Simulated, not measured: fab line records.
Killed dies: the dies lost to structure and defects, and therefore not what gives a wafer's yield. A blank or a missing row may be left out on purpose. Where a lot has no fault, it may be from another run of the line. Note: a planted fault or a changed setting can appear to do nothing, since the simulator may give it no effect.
Comparing a struck lot with a sound one | flow n5-finfet | 40 steps out of a route of 1938
Sound: the wafers L470.3, L470.4, L470.6. Struck: wafer L476.3 (left out: L476.1, L476.4 of the same lot, which were not struck); the cause appears at the end.
At each step with rows: each side's tool, then ch and its chambers, then its first start. Under that, the readings that differ: sound wafers | struck wafers | difference of the means | sigmas: that difference in standard deviations of wafers without a fault.
alike: words and numbers the same on both sides, and readings whose means are apart by under 2 such deviations; not compared: readings that were withheld, readings missing a value for some wafer, numbers with overlapping values and no deviation given by the record, and bounds like >300 which may hide the same value.
The two part at a step that has a row with sigmas, a row that says differs or no value, or rows on one side only. Non-overlapping numbers with no deviation appear without sigmas and do not part them. A reading that every wafer of one side lacks parts them only if that side has two wafers or more.

first, 9 steps without rows for these wafers: N5_MOL_CONTACT_COAG_PRE_CLEAN_121; N5_MOL_CONTACT_COAG_CVD_140 (deposits W, target thk 66.5 nm, time 215 s); N5_MOL_CONTACT_COAG_PRECLEAN_127 (cleans in DIW, time 57.5 s); N5_MOL_CONTACT_COAG_SRD_128 (dry time 32 s); N5_MOL_CONTACT_COAG_CMP_52 (polishes, stops on SiO2, t overpolish 1.5 s, target thk 66.5 nm); N5_MOL_CONTACT_COAG_ANNEAL_112 (time 1800 s); N5_BEOL_M0_SAQP_PECVD_00 (deposits SiCN from 3MS/NH3, target thk 8 nm, time 14 s); N5_BEOL_M0_SAQP_ILD_DEP_01 (deposits SiOC from DEMS/O2, target thk 45.419 nm, time 8.7 s); N5_BEOL_M0_SAQP_HM_DEP_02 (deposits TiN, target thk 12 nm).
N5_BEOL_M0_SAQP_PECVD_03: deposits SiCN from 3MS/NH3, target thk 12 nm, time 21.1 s.
  sound on pecvd-02 ch 0,1, day 5 20:29; struck on pecvd-02 ch 0, day 7 07:23
  reading                                         | sound          | struck | difference | sigmas
  run-length-s (s)                                | 50.6 51.2 50.8 | 43.5   | -7.4       | -15
  model.SiCN_of_BEOL_M0_SAQP_PECVD_03.thk-nm (nm) | 12 12 12.2     | 7.8    | -4.3       |
  alike: chamber-pressure-Torr, showerhead-plenum-p-Torr, showerhead-vpp-V, throttle-valve-pct
then, 25 steps without rows for these wafers: N5_BEOL_M0_SAQP_PECVD_96 (deposits a-Si from SiH4/He, target thk 45 nm, time 45.2 s); N5_BEOL_M0_SAQP_PECVD_97 (deposits SiNx from SiH4/NH3/N2, target thk 23 nm, time 19.9 s); N5_BEOL_M0_SAQP_PECVD_04 (deposits a-Si from SiH4/He, target thk 60 nm, time 60.2 s); N5_BEOL_M0_SAQP_HM_DEP_111 (deposits SiO2 from SiH4/N2O, target thk 12 nm, time 7.2 s); N5_BEOL_M0_SAQP_COAT_81 (time 60 s, resist thk 100 nm); N5_BEOL_M0_SAQP_COAT_82 (time 60 s, resist thk 30 nm); N5_BEOL_M0_SAQP_COAT_08 (resist thk 90 nm); N5_BEOL_M0_SAQP_EBR_10; N5_BEOL_M0_SAQP_SOFTBAKE_09 (time 60 s); N5_BEOL_M0_SAQP_EXPOSE_11 (exposes mask M0 CORE, target cd 42 nm); N5_BEOL_M0_SAQP_PEB_12 (peb time 60 s); N5_BEOL_M0_SAQP_DEVELOP_13 (develop time 30 s); N5_BEOL_M0_SAQP_DESCUM_19 (chemistry O2, time 7.9 s); N5_BEOL_M0_SAQP_ETCH_83 (etches SiARC in CF4, target depth 39 nm, time 65 s); N5_BEOL_M0_SAQP_ETCH_84 (etches SOC in N2/H2, target depth 100 nm, overetch 20 nm, time 150 s); N5_BEOL_M0_SAQP_STRIP_80 (strips in N2/H2); N5_BEOL_M0_SAQP_HM_OPEN_112 (chemistry CHF3/O2, target SiO2, stops on a-Si, target depth 12 nm, time 13.5 s); N5_BEOL_M0_SAQP_STRIP_113 (strips in CHF3/O2); N5_BEOL_M0_SAQP_MANDREL_ETCH_20 (etches a-Si in HBr/Cl2, stops on SiNx, target depth 60 nm, bt time 10 s, time 30 s); N5_BEOL_M0_SAQP_STRIP_86 (strips in N2/H2); N5_BEOL_M0_SAQP_STRIP_115 (strips in post etch residue remover, time 60 s); N5_BEOL_M0_SAQP_SRD_93 (time 30 s); N5_BEOL_M0_SAQP_RECESS_114 (chemistry HF/NH3, target SiO2, target depth 14.4 nm, afs cycles 3, sublimation time 60 s); N5_BEOL_M0_SAQP_SPACER1_ALD_98 (deposits SiO2, target thk 12.8 nm, pulse time 1 s, purge time 2 s); N5_BEOL_M0_SAQP_SPACER1_ETCHBACK_99 (etches SiO2 in CHF3/O2, target depth 15.4 nm, time 7.7 s).
N5_BEOL_M0_SAQP_RECESS_109: chemistry HF/NH3, target SiO2, target depth 3 nm, afs cycles 1, sublimation time 60 s.
  sound on vapor-etch-02 ch 0,1, day 5 23:56; struck on vapor-etch-01 ch 1, day 7 10:28
  reading                                         | sound       | struck | difference | sigmas
  model.SiCN_of_BEOL_M0_SAQP_PECVD_03.thk-nm (nm) | 8.6 8.6 8.8 | 4.4    | -4.3       |
  alike: drypump-motor-current-A
N5_BEOL_M0_ETCH_138: etches SiCN in CH3F/O2, target depth 12 nm, time 31.6 s.
  sound on rie-diel-01 ch 1,3, day 6 03:08; struck on rie-diel-01 ch 1, day 7 14:32
  reading                  | sound             | struck | difference | sigmas
  throttle-valve-pct (%)   | 16.97 16.03 16.98 | 16.07  | -0.59      | -3
  model.etch.depth-nm (nm) | 8.566 8.594 8.848 | 9.231  | +0.562     |
  alike: CH3F_flow_sccm, drypump-motor-current-A, etch-rf-on-time-s, oes-product-au, rf-vpp-V, showerhead-plenum-p-Torr
  not compared: rf-hours-counter-h
N5_BEOL_M0_ETCH_128: etches SiCN in CF4/N2, target depth 12 nm, overetch 5.1 nm, time 21.4 s.
  sound on rie-diel-01 ch 0,3, day 6 03:37; struck on rie-diel-03 ch 0, day 7 18:17
  reading                     | sound             | struck | difference | sigmas
  drypump-motor-current-A (A) | 5.1 5.7 5.2       | 6.2    | +0.9       | +2
  model.etch.depth-nm (nm)    | 8.566 8.594 8.848 | 12     | +3         |
  alike: oes-product-au, rf-vpp-V, showerhead-plenum-p-Torr, throttle-valve-pct
  not compared: rf-hours-counter-h
N5_BEOL_M4_RC_MEAS_101:
  sound on prober-02 ch 0, day 8 08:04; struck on prober-02 ch 0, day 9 17:02
  alike: DIBL_N, DIBL_P, IOFF_N, IOFF_P, ION_N, ION_P, SS_N, SS_P, VT_N, VT_P
-- here the record skips 4 days between the struck wafers' starts before and after, leaving off in module BEOL_M4 and picking up in module PASSIVATION (first step shown: number 1936 of the route) --
N5_PASSIVATION_PROBE_49:
  rows exist in the record for the struck wafers here (prober-02, day 13 14:58), but not for the sound ones

== WHERE THEY PART ==
Last at N5_PASSIVATION_PROBE_49 as far as this record goes, first at N5_BEOL_M0_SAQP_PECVD_03.

WHY: the cause the simulator had injected
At N5_BEOL_M0_SAQP_PECVD_03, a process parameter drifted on pecvd-02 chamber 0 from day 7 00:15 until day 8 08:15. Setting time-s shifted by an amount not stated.
